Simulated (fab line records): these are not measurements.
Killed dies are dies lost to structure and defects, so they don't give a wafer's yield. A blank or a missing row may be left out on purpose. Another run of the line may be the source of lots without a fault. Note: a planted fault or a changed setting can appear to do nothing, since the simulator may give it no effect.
A lot that was struck, set against a sound lot | flow nand_harc | 15 steps out of a route of 1159
Sound: the wafers L503.1, L503.2, L503.6. Wafers L513.1, L513.2, L513.3 were the ones struck. The cause is named last.
Each step with rows lists, per side, the tool, then ch with its chambers, then its first start. Under that, the readings that differ: sound wafers | struck wafers | difference of the means | sigmas: that difference in standard deviations of wafers without a fault.
alike: a reading whose means differ by less than 2 such deviations, as well as words and numbers matching on both sides. not compared: withheld readings; readings where some wafer has no value; bounds like >300 that might hide an equal value; numbers whose values overlap and for which the record gives no deviation.
The two part at a step that has a row with sigmas, a row that says differs or no value, or rows on one side only. Numbers that have no deviation but don't overlap get no sigmas and don't part them. Lack of a reading on every wafer of one side parts them only where that side has two or more wafers.

first, 3 steps without rows for these wafers: NHARC_P_GATE_SRD_72; NHARC_P_GATE_OXIDE_16 (material SiO2, target thk 3 nm, ox time 392 s); NHARC_P_GATE_CVD_17 (deposits poly-Si, target thk 150 nm, time 900 s).
NHARC_P_GATE_HM_DEP_102: deposits aC, target thk 120 nm.
  sound on acl_dep-02 ch 0, day 6 00:37; struck on acl_dep-02 ch 0, day 8 19:02
  reading              | sound                | struck | difference                    | sigmas
  susceptor_temp_C (C) | 399.81 400.22 399.57 | - - -  | no value on the struck wafers |
  alike: throttle_valve_pct
NHARC_P_GATE_DEP_103: deposits SiON, target thk 30 nm.
  sound on pecvd-04 ch 1,2, day 6 01:17; struck on pecvd-01 ch 0,1,2, day 8 19:41
  reading            | sound       | struck      | difference | sigmas
  heater_power_w (W) | 841 959 937 | 698 767 642 | -210       | -2
  alike: susceptor_temp_C
then, 7 steps without rows for these wafers: NHARC_P_GATE_DEHYDRATE_18 (time 120 s); NHARC_P_GATE_HMDS_19 (time 30 s); NHARC_P_GATE_COAT_20 (resist thk 90 nm); NHARC_P_GATE_SOFTBAKE_21 (time 55 s); NHARC_P_GATE_EBR_22; NHARC_P_GATE_EXPOSE_23 (exposes mask P GATE, target cd 120 nm); NHARC_P_GATE_PEB_24 (peb time 65 s).
NHARC_P_GATE_DEVELOP_25: develop time 35 s.
  sound on litho_track-04 ch 0, day 6 01:00; struck on litho_track-04 ch 0, day 8 20:00
  reading              | sound             | struck            | difference | sigmas
  developer_temp_C (C) | 22.88 23.11 22.72 | 20.60 20.65 20.79 | -2.22      | -22
NHARC_P_GATE_CD_MEAS_26 targets a cd of 120 nm.
  sound on cd_sem-02 ch 0, day 6 01:57; struck on cd_sem-01 ch 0, day 8 20:22
  alike: cd_nm
-- record jumps: 14 days between struck wafers' starts before vs after; left off in module P_GATE, resumes in module END, first step shown is number 1159 of the route --
NHARC_END_SORT_01:
  at this point the record logs the struck wafers (prober-01 ch 0, day 23 05:28) and has no rows for the sound ones

== WHERE THEY PART ==
At NHARC_P_GATE_HM_DEP_102 first; at NHARC_END_SORT_01 last (within this record only).

WHY: what the simulator had put in
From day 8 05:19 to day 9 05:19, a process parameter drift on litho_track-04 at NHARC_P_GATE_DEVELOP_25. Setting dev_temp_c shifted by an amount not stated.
